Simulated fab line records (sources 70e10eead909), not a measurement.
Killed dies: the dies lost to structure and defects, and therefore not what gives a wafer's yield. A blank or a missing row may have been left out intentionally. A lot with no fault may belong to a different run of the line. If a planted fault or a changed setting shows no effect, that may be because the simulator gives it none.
What tool caused it? | flow nand harc | 6 lots with 18 wafers sampled at 5 steps, on a route of 1302 steps

== WHAT EACH GAUGE READ, for each wafer ==
NHARC_END_SORT_01.
lot  | measured     | on        | killed at array
L472 | day 28 19:53 | prober-01 | 48 50 54

== EACH LOT AND THE TOOL THAT RAN IT (in order: tool; ch and the chambers of the sampled wafers; start) ==
lot  | NHARC_P_CONTACT_DEP_30          | NHARC_P_CONTACT_ETCH_18            | NHARC_P_CONTACT_DEGAS_38     | NHARC_P_CONTACT_PVD_32
L462 | pecvd-03 ch 0,2, day 6 00:19    | rie diel-13 ch 1,3, day 6 02:29    | pvd sputter-02, day 6 03:42  | pvd sputter-02, no start
L465 | pecvd-01 ch 1,2, day 6 23:18    | rie diel-07 ch 0,3, day 7 01:28    | pvd sputter-01, day 7 02:39  | pvd sputter-01, no start
L472 | pecvd-03 ch 0,1,2, day 10 00:47 | rie diel-03 ch 0,1,3, day 10 02:56 | pvd sputter-03, day 10 04:02 | pvd sputter-03, day 28 19:53 or earlier
L474 | pecvd-03 ch 0,2, day 11 05:43   | rie diel-07 ch 0,2, day 11 07:52   | pvd sputter-03, day 11 08:59 | pvd sputter-03, no start
L482 | pecvd-03 ch 0,2, day 14 05:19   | rie diel-13 ch 0,2,3, day 14 07:29 | pvd sputter-02, day 14 08:37 | pvd sputter-02, no start
L484 | pecvd-03 ch 1,2, day 15 00:06   | rie diel-13 ch 1,3, day 15 02:19   | pvd sputter-02, day 15 03:25 | pvd sputter-02, no start
- NHARC_P_CONTACT_DEP_30: deposits SiNx, target thk 30 nm.
- NHARC_P_CONTACT_ETCH_18: etches the open film in C4F8/O2/Ar, target depth 481 nm, time 240.5 s.
- NHARC_P_CONTACT_DEGAS_38: time 60 s.
- NHARC_P_CONTACT_PVD_32: deposits Ti, target thk 5 nm, time 17.7 s.

== THE ANSWER, worked out from the rows above alone ==
Rule: what is usual is taken from the lots themselves. The widest of any qualifying gaps counts: lots, ordered by their means at a reading, are off when they make up no more than a third of the lots, leave a main group of 4 or more, and stand apart from it by 3 or more times the standard deviation of that group's means. The tables above print the reading to a certain number of digits; a main group whose means all agree to those digits is not used. A lot without any number at a reading at which 4 lots or more have one is off too. The other lots that the step has rows for count as sound.
No lot is off on any of the readings shown, so nothing can be concluded from this.

== WHAT THE SIMULATOR HAD INSERTED ==
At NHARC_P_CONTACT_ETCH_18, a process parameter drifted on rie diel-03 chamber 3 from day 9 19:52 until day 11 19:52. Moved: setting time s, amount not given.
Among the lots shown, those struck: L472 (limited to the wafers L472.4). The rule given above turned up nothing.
